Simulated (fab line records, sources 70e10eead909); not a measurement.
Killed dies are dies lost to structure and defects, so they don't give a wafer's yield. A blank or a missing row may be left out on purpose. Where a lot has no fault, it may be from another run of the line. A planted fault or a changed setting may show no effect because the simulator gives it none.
Check for tools in common :: flow nand-harc :: Sample size 5 lots and 13 wafers

## WHAT PROMPTED THE OPENING
On 3 of the 5 lots, a flag is raised at NHARC_END_SORT_01 on the reading killed-at-array. Fault-free wafers read 24, with a standard deviation of 8.7.
Rule: a lot gets a flag if all its wafers with a number sit over 4 standard deviations from that mean, or if no wafer of it has a number. The other lots count as sound.

lot: L859
measured: day 20 09:25
on: prober-01
killed-at-array, wafer by wafer: 677 676 677
flag: FLAGGED

lot: L865
measured: day 21 01:08
on: prober-02
killed-at-array, wafer by wafer: 675 672 676
flag: FLAGGED

lot: L864
measured: day 22 00:25
on: prober-01
killed-at-array, wafer by wafer: 671 676 676
flag: FLAGGED

lot: L870
measured: day 24 01:56
on: prober-02
killed-at-array, wafer by wafer: 26 29 20
flag: 

lot: L874
measured: day 24 09:53
on: prober-02
killed-at-array, wafer by wafer: 37
flag: 
The numbers of the flagged lots are 675 on average: +651 against the usual, or +75 standard deviations.

## WHICH TOOL RAN EACH LOT
The record holds 4 process steps before the reading, out of a route of 1159 steps. In each cell: the tool, then ch and the chambers that the sampled wafers went through, then the start.
lot: L859
flag: FLAGGED
NHARC_A_CHANNEL_HOLE_D1_DEP_00: acl-dep-03 ch 0, day 8 13:22
NHARC_A_CHANNEL_HOLE_D1_DEP_01: pecvd-04 ch 0,1,2, day 8 18:51
NHARC_A_CHANNEL_HOLE_D1_ETCH_38: rie-diel-07 ch 2,3, day 8 19:40
NHARC_A_CHANNEL_HOLE_D1_ETCH_16: rie-diel-07 ch 1,2,3, day 20 09:25 or earlier

lot: L865
flag: FLAGGED
NHARC_A_CHANNEL_HOLE_D1_DEP_00: acl-dep-01 ch 0, day 9 18:13
NHARC_A_CHANNEL_HOLE_D1_DEP_01: pecvd-01 ch 0,1,2, day 9 22:00
NHARC_A_CHANNEL_HOLE_D1_ETCH_38: rie-diel-11 ch 0,1, day 9 22:53
NHARC_A_CHANNEL_HOLE_D1_ETCH_16: rie-diel-11 ch 0,1, day 21 01:08 or earlier

lot: L864
flag: FLAGGED
NHARC_A_CHANNEL_HOLE_D1_DEP_00: acl-dep-02 ch 0, day 9 18:04
NHARC_A_CHANNEL_HOLE_D1_DEP_01: pecvd-04 ch 1,2, day 9 22:19
NHARC_A_CHANNEL_HOLE_D1_ETCH_38: rie-diel-07 ch 0,1,3, day 9 23:11
NHARC_A_CHANNEL_HOLE_D1_ETCH_16: rie-diel-07 ch 0,2,3, day 22 00:25 or earlier

lot: L870
flag: 
NHARC_A_CHANNEL_HOLE_D1_DEP_00: acl-dep-02 ch 0, day 11 12:37
NHARC_A_CHANNEL_HOLE_D1_DEP_01: pecvd-01 ch 1,2, day 11 14:34
NHARC_A_CHANNEL_HOLE_D1_ETCH_38: rie-diel-07 ch 0,1,2, day 11 15:32
NHARC_A_CHANNEL_HOLE_D1_ETCH_16: rie-diel-07 ch 0,1,3, day 24 01:56 or earlier

lot: L874
flag: 
NHARC_A_CHANNEL_HOLE_D1_DEP_00: acl-dep-03 ch 0, day 12 03:32
NHARC_A_CHANNEL_HOLE_D1_DEP_01: pecvd-03 ch 0,1,2, day 12 05:30
NHARC_A_CHANNEL_HOLE_D1_ETCH_38: rie-diel-07 ch 0,1,3, day 12 06:28
NHARC_A_CHANNEL_HOLE_D1_ETCH_16: rie-diel-07 ch 1,2,3, day 24 09:53 or earlier
What is done by these steps:
- NHARC_A_CHANNEL_HOLE_D1_DEP_00: deposits aC, target thk 3100 nm.
- NHARC_A_CHANNEL_HOLE_D1_DEP_01: deposits SiON, target thk 140 nm.
- NHARC_A_CHANNEL_HOLE_D1_ETCH_38: etches the open film in CF4, target depth 39 nm, time 65 s.
- NHARC_A_CHANNEL_HOLE_D1_ETCH_16: etches the open film in O2/COS, target depth 3100 nm, time 806 s.
- NHARC_END_SORT_01

## FLAGGED AGAINST TOTAL, ONE TOOL AT A TIME (gauges that did the reading follow at the end)
step: NHARC_A_CHANNEL_HOLE_D1_DEP_00
tool: acl-dep-01
lots run: 1
flagged: 1
share of the flagged lots: some
sound lots run after its first flagged lot: 0

step: NHARC_A_CHANNEL_HOLE_D1_DEP_00
tool: acl-dep-02
lots run: 2
flagged: 1
share of the flagged lots: some
sound lots run after its first flagged lot: 1 (L870)

step: NHARC_A_CHANNEL_HOLE_D1_DEP_00
tool: acl-dep-03
lots run: 2
flagged: 1
share of the flagged lots: some
sound lots run after its first flagged lot: 1 (L874)

step: NHARC_A_CHANNEL_HOLE_D1_DEP_01
tool: pecvd-01
lots run: 2
flagged: 1
share of the flagged lots: some
sound lots run after its first flagged lot: 1 (L870)

step: NHARC_A_CHANNEL_HOLE_D1_DEP_01
tool: pecvd-03
lots run: 1
flagged: 0
share of the flagged lots: none
sound lots run after its first flagged lot: -

step: NHARC_A_CHANNEL_HOLE_D1_DEP_01
tool: pecvd-04
lots run: 2
flagged: 2
share of the flagged lots: some
sound lots run after its first flagged lot: 0

step: NHARC_A_CHANNEL_HOLE_D1_ETCH_38
tool: rie-diel-07
lots run: 4
flagged: 2
share of the flagged lots: some
sound lots run after its first flagged lot: 2 (L870,L874)

step: NHARC_A_CHANNEL_HOLE_D1_ETCH_38
tool: rie-diel-11
lots run: 1
flagged: 1
share of the flagged lots: some
sound lots run after its first flagged lot: 0

step: NHARC_A_CHANNEL_HOLE_D1_ETCH_16
tool: rie-diel-07
lots run: 4
flagged: 2
share of the flagged lots: some
sound lots run after its first flagged lot: 2 (L870,L874)

step: NHARC_A_CHANNEL_HOLE_D1_ETCH_16
tool: rie-diel-11
lots run: 1
flagged: 1
share of the flagged lots: some
sound lots run after its first flagged lot: 0

step: NHARC_END_SORT_01
tool: prober-01
lots run: 2
flagged: 2
share of the flagged lots: some
sound lots run after its first flagged lot: 0

step: NHARC_END_SORT_01
tool: prober-02
lots run: 3
flagged: 1
share of the flagged lots: some
sound lots run after its first flagged lot: 2 (L870,L874)
NHARC_A_CHANNEL_HOLE_D1_ETCH_16: start missing for some lots; hours and lot order therefore follow NHARC_END_SORT_01.

## WHAT THE TABLE ALLOWS
No row of the table ran every flagged lot.

## WHAT THE SIMULATOR PUT IN
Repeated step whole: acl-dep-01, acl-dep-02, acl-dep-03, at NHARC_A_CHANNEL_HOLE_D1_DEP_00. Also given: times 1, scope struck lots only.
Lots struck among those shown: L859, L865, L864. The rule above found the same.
